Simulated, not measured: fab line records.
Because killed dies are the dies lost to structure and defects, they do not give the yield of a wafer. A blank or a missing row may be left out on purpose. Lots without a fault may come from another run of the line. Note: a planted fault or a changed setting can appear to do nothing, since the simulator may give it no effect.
What tool caused it? :: flow n5Finfet :: 10 lots, 30 wafers sampled, at 4 steps of a route of 1938

WHAT EACH GAUGE READ, for each wafer
N5_BEOL_M4_RC_MEAS_101. Usual: DIBL_N 36.4 mV/V, standard deviation 1.6; DIBL_P 35.9 mV/V, standard deviation 2; IOFF_N 0.152 nA/um, standard deviation 0.03; IOFF_P 0.20 nA/um, standard deviation 0.032; IOFF_P_LONG 0.000101 nA/um, standard deviation 6.6e-06; ION_N 670 uA/um, standard deviation 12; ION_P 459 uA/um, standard deviation 7.3; SS_N 71.6 mV/dec, standard deviation 0.55; SS_P 73.2 mV/dec, standard deviation 0.69; VT_N 251 mV, standard deviation 3.5; VT_N_LVT 100 mV, standard deviation 3.4; VT_P -252 mV, standard deviation 3.2; VT_P_LONG -276.4 mV, standard deviation 2.5.
lot: L886
measured: day 8 22:53
on: prober-01
DIBL_N (mV/V): 36.8 39.9 39.2
DIBL_P (mV/V): 34.9 38.3 38.4
IOFF_N (nA/um): 0.133 0.198 0.181
IOFF_P (nA/um): 0.21 0.25 0.25
IOFF_P_LONG (nA/um): 0.000106 0.000105 0.000103
ION_N (uA/um): 655 687 683
ION_P (uA/um): 459 467 464
SS_N (mV/dec): 71.6 72.0 71.8
SS_P (mV/dec): 73.7 73.9 73.7
VT_N (mV): 252 247 248
VT_N_LVT (mV): 103 97 98
VT_P (mV): -252 -249 -252
VT_P_LONG (mV): -273.3 -273.8 -273.7
flag: 

lot: L887
measured: day 9 05:32
on: prober-01
DIBL_N (mV/V): 37.2 35.7 34.9
DIBL_P (mV/V): 37.4 35.0 35.2
IOFF_N (nA/um): 0.177 0.148 0.142
IOFF_P (nA/um): 0.22 0.19 0.18
IOFF_P_LONG (nA/um): 9.5e-05 9.8e-05 0.000101
ION_N (uA/um): 688 679 678
ION_P (uA/um): 468 459 460
SS_N (mV/dec): 72.4 71.9 71.8
SS_P (mV/dec): 73.6 72.8 72.6
VT_N (mV): 247 251 251
VT_N_LVT (mV): 96 97 99
VT_P (mV): -248 -252 -250
VT_P_LONG (mV): -278.9 -274.0 -277.3
flag: 

lot: L889
measured: day 9 13:25
on: prober-02
DIBL_N (mV/V): 34.1 36.5 33.6
DIBL_P (mV/V): 35.9 38.9 35.0
IOFF_N (nA/um): 0.137 0.184 0.140
IOFF_P (nA/um): 0.20 0.24 0.18
IOFF_P_LONG (nA/um): 9.6e-05 9.5e-05 9.6e-05
ION_N (uA/um): 666 681 674
ION_P (uA/um): 462 467 457
SS_N (mV/dec): 71.4 71.9 71.2
SS_P (mV/dec): 72.8 73.5 72.2
VT_N (mV): 252 246 249
VT_N_LVT (mV): 98 95 99
VT_P (mV): -251 -252 -256
VT_P_LONG (mV): -277.0 -275.7 -280.0
flag: 

lot: L890
measured: day 10 08:22
on: prober-01
DIBL_N (mV/V): 34.1 38.1 35.6
DIBL_P (mV/V): 33.3 39.7 35.3
IOFF_N (nA/um): 0.108 0.193 0.132
IOFF_P (nA/um): 0.13 0.22 0.16
IOFF_P_LONG (nA/um): 9.5e-05 9e-05 9.6e-05
ION_N (uA/um): 658 688 674
ION_P (uA/um): 448 467 458
SS_N (mV/dec): 70.8 71.8 71.5
SS_P (mV/dec): 72.8 74.8 73.4
VT_N (mV): 258 247 253
VT_N_LVT (mV): 105 95 101
VT_P (mV): -261 -251 -253
VT_P_LONG (mV): -279.4 -279.7 -278.1
flag: 

lot: L891
measured: day 10 08:34
on: prober-02
DIBL_N (mV/V): 36.9 36.9 36.3
DIBL_P (mV/V): 34.1 34.5 34.2
IOFF_N (nA/um): 0.151 0.152 0.139
IOFF_P (nA/um): 0.18 0.19 0.19
IOFF_P_LONG (nA/um): 9.2e-05 9.6e-05 9.4e-05
ION_N (uA/um): 681 680 669
ION_P (uA/um): 453 468 464
SS_N (mV/dec): 72.2 71.7 71.5
SS_P (mV/dec): 73.2 73.0 73.0
VT_N (mV): 251 251 251
VT_N_LVT (mV): 101 100 102
VT_P (mV): -255 -255 -251
VT_P_LONG (mV): -278.3 -278.0 -276.5
flag: 

lot: L892
measured: day 10 12:04
on: prober-01
DIBL_N (mV/V): 39.0 39.8 35.8
DIBL_P (mV/V): 39.5 41.5 36.2
IOFF_N (nA/um): 0.203 0.230 0.138
IOFF_P (nA/um): 0.21 0.25 0.17
IOFF_P_LONG (nA/um): 8.3e-05 8.9e-05 8.6e-05
ION_N (uA/um): 686 691 666
ION_P (uA/um): 461 470 453
SS_N (mV/dec): 72.2 72.4 71.7
SS_P (mV/dec): 73.6 74.4 73.2
VT_N (mV): 248 246 253
VT_N_LVT (mV): 96 93 101
VT_P (mV): -253 -251 -256
VT_P_LONG (mV): -283.4 -280.5 -280.6
flag: 

lot: L900
measured: day 12 19:14
on: prober-01
DIBL_N (mV/V): 35.1 36.5 36.9
DIBL_P (mV/V): 34.8 37.0 36.8
IOFF_N (nA/um): 0.137 0.164 0.167
IOFF_P (nA/um): 0.18 0.22 0.22
IOFF_P_LONG (nA/um): 0.000109 0.000111 0.00011
ION_N (uA/um): 665 690 677
ION_P (uA/um): 457 466 467
SS_N (mV/dec): 71.3 71.9 72.7
SS_P (mV/dec): 72.7 71.8 73.3
VT_N (mV): 253 248 251
VT_N_LVT (mV): 102 98 97
VT_P (mV): -251 -249 -251
VT_P_LONG (mV): -274.6 -272.7 -272.6
flag: 

lot: L901
measured: day 12 22:43
on: prober-02
DIBL_N (mV/V): 35.8 38.4 34.2
DIBL_P (mV/V): 36.2 37.5 34.3
IOFF_N (nA/um): 0.132 0.154 0.101
IOFF_P (nA/um): 0.13 0.14 0.12
IOFF_P_LONG (nA/um): 7.2e-05 7.7e-05 7.9e-05
ION_N (uA/um): 661 644 642
ION_P (uA/um): 445 431 440
SS_N (mV/dec): 71.5 72.5 71.0
SS_P (mV/dec): 73.2 73.4 72.5
VT_N (mV): 253 258 260
VT_N_LVT (mV): 92 93 97
VT_P (mV): -263 -262 -262
VT_P_LONG (mV): -285.6 -288.8 -285.6
flag: OFF

lot: L903
measured: day 13 18:13
on: prober-02
DIBL_N (mV/V): 36.5 34.4 33.4
DIBL_P (mV/V): 35.1 32.5 32.2
IOFF_N (nA/um): 0.158 0.117 0.105
IOFF_P (nA/um): 0.13 0.11 0.10
IOFF_P_LONG (nA/um): 7.9e-05 7.7e-05 8.1e-05
ION_N (uA/um): 665 650 648
ION_P (uA/um): 438 436 435
SS_N (mV/dec): 71.3 71.3 70.6
SS_P (mV/dec): 73.7 71.8 72.4
VT_N (mV): 250 256 254
VT_N_LVT (mV): 88 93 93
VT_P (mV): -261 -265 -263
VT_P_LONG (mV): -288.8 -286.7 -287.0
flag: OFF

lot: L904
measured: day 13 16:52
on: prober-01
DIBL_N (mV/V): 36.5 38.0 38.2
DIBL_P (mV/V): 35.5 38.3 37.2
IOFF_N (nA/um): 0.150 0.195 0.174
IOFF_P (nA/um): 0.12 0.16 0.14
IOFF_P_LONG (nA/um): 8.1e-05 8.1e-05 7.9e-05
ION_N (uA/um): 658 674 666
ION_P (uA/um): 431 437 437
SS_N (mV/dec): 71.2 71.8 71.7
SS_P (mV/dec): 72.4 73.4 72.5
VT_N (mV): 251 248 250
VT_N_LVT (mV): 90 85 88
VT_P (mV): -263 -260 -262
VT_P_LONG (mV): -288.3 -289.6 -285.2
flag: OFF

TOOL THAT RAN EACH LOT (tool first, then ch and the chambers of the sampled wafers, then the start)
lot: L886
N5_HKMG_FIN_RTA_80: rtpAnneal-02 ch 0, day 4 22:37
N5_BEOL_M4_ANNEAL_87: pvdSputter-02, day 8 20:37
N5_BEOL_M4_ANNEAL_91: pvdSputter-02, day 8 21:03

lot: L887
N5_HKMG_FIN_RTA_80: rtpAnneal-02 ch 0, day 5 00:52
N5_BEOL_M4_ANNEAL_87: pvdSputter-02, day 9 01:53
N5_BEOL_M4_ANNEAL_91: pvdSputter-02, day 9 02:20

lot: L889
N5_HKMG_FIN_RTA_80: rtpAnneal-02 ch 0, day 5 19:42
N5_BEOL_M4_ANNEAL_87: pvdSputter-02, day 9 11:14
N5_BEOL_M4_ANNEAL_91: pvdSputter-02, day 9 11:40

lot: L890
N5_HKMG_FIN_RTA_80: rtpAnneal-02 ch 0, day 6 00:24
N5_BEOL_M4_ANNEAL_87: pvdSputter-01, day 10 06:10
N5_BEOL_M4_ANNEAL_91: pvdSputter-01, day 10 06:37

lot: L891
N5_HKMG_FIN_RTA_80: rtpAnneal-02 ch 0, day 6 07:20
N5_BEOL_M4_ANNEAL_87: pvdSputter-03, day 10 06:19
N5_BEOL_M4_ANNEAL_91: pvdSputter-03, day 10 06:46

lot: L892
N5_HKMG_FIN_RTA_80: rtpAnneal-02 ch 0, day 6 11:47
N5_BEOL_M4_ANNEAL_87: pvdSputter-03, day 10 09:35
N5_BEOL_M4_ANNEAL_91: pvdSputter-03, day 10 10:02

lot: L900
N5_HKMG_FIN_RTA_80: rtpAnneal-02 ch 0, day 8 07:27
N5_BEOL_M4_ANNEAL_87: pvdSputter-01, day 12 17:06
N5_BEOL_M4_ANNEAL_91: pvdSputter-01, day 12 17:32

lot: L901
N5_HKMG_FIN_RTA_80: rtpAnneal-02 ch 0, day 8 14:02
N5_BEOL_M4_ANNEAL_87: pvdSputter-02, day 12 20:16
N5_BEOL_M4_ANNEAL_91: pvdSputter-02, day 12 20:43

lot: L903
N5_HKMG_FIN_RTA_80: rtpAnneal-02 ch 0, day 9 08:34
N5_BEOL_M4_ANNEAL_87: pvdSputter-02, day 13 15:56
N5_BEOL_M4_ANNEAL_91: pvdSputter-02, day 13 16:22

lot: L904
N5_HKMG_FIN_RTA_80: rtpAnneal-02 ch 0, day 9 10:40
N5_BEOL_M4_ANNEAL_87: pvdSputter-01, day 13 14:44
N5_BEOL_M4_ANNEAL_91: pvdSputter-01, day 13 15:11
- N5_HKMG_FIN_RTA_80: time 2 s.
- N5_BEOL_M4_ANNEAL_87: time 240 s.
- N5_BEOL_M4_ANNEAL_91: time 240 s.

WHAT THE TOOLS THEMSELVES READ (means of the sampled wafers that have a number; where no wafer has one, the mark that the record gives instead)
N5_BEOL_M4_ANNEAL_87. Usual: heaterPowerW 844 W, standard deviation 79; susceptorTempC 400.01 C, standard deviation 0.22.
lot: L886
tool: pvdSputter-02
heaterPowerW (W): 886
susceptorTempC (C): 400.14
flag: 

lot: L887
tool: pvdSputter-02
heaterPowerW (W): 848
susceptorTempC (C): 400.02
flag: 

lot: L889
tool: pvdSputter-02
heaterPowerW (W): 873
susceptorTempC (C): 400.07
flag: 

lot: L890
tool: pvdSputter-01
heaterPowerW (W): 777
susceptorTempC (C): 400.12
flag: 

lot: L891
tool: pvdSputter-03
heaterPowerW (W): 864
susceptorTempC (C): 400.13
flag: 

lot: L892
tool: pvdSputter-03
heaterPowerW (W): 855
susceptorTempC (C): 399.83
flag: 

lot: L900
tool: pvdSputter-01
heaterPowerW (W): 828
susceptorTempC (C): 400.04
flag: 

lot: L901
tool: pvdSputter-02
heaterPowerW (W): 838
susceptorTempC (C): 399.98
flag: 

lot: L903
tool: pvdSputter-02
heaterPowerW (W): 859
susceptorTempC (C): 400.10
flag: 

lot: L904
tool: pvdSputter-01
heaterPowerW (W): 769
susceptorTempC (C): 399.95
flag: 

N5_BEOL_M4_ANNEAL_91. Usual: heaterPowerW 845 W, standard deviation 81; susceptorTempC 399.97 C, standard deviation 0.22.
lot: L886
tool: pvdSputter-02
heaterPowerW (W): 877
susceptorTempC (C): 399.88
flag: 

lot: L887
tool: pvdSputter-02
heaterPowerW (W): 848
susceptorTempC (C): 399.92
flag: 

lot: L889
tool: pvdSputter-02
heaterPowerW (W): 857
susceptorTempC (C): 399.73
flag: 

lot: L890
tool: pvdSputter-01
heaterPowerW (W): 768
susceptorTempC (C): 399.97
flag: 

lot: L891
tool: pvdSputter-03
heaterPowerW (W): 871
susceptorTempC (C): 399.72
flag: 

lot: L892
tool: pvdSputter-03
heaterPowerW (W): 866
susceptorTempC (C): 400.00
flag: 

lot: L900
tool: pvdSputter-01
heaterPowerW (W): 862
susceptorTempC (C): 400.02
flag: 

lot: L901
tool: pvdSputter-02
heaterPowerW (W): 849
susceptorTempC (C): 399.89
flag: 

lot: L903
tool: pvdSputter-02
heaterPowerW (W): 863
susceptorTempC (C): 399.97
flag: 

lot: L904
tool: pvdSputter-01
heaterPowerW (W): 766
susceptorTempC (C): 400.02
flag: 

THE ANSWER, worked out from the rows above alone
Rule: a lot counts as off when the mean over its wafers that have a number is more than 3 standard deviations away from the usual mean. Also off: a lot with no number at a reading for which 4 or more lots have one. Where the step has rows for the other lots, those lots are counted as sound. After the gauges, taken in route order, come the tools' own readings; for these a lot's mean is taken, as printed above. At the first step where some lot is off, the reading lying furthest off is the one used; lots without a number count as furthest.
Off: L901, L903, L904, seen at N5_BEOL_M4_RC_MEAS_101 (VT_P_LONG).
A tool fits if, at a process step before that reading, it ran every lot that is off, and no sound lot after the first of them. The gauges at N5_BEOL_M4_RC_MEAS_101 are tried like those tools. One fits: rtpAnneal-02 at N5_HKMG_FIN_RTA_80. A fault onset in the window from L900 (day 8 07:27, its last sound lot) to L901 (day 8 14:02, its first lot off) fits.

WHAT HAD BEEN PUT IN BY THE SIMULATOR
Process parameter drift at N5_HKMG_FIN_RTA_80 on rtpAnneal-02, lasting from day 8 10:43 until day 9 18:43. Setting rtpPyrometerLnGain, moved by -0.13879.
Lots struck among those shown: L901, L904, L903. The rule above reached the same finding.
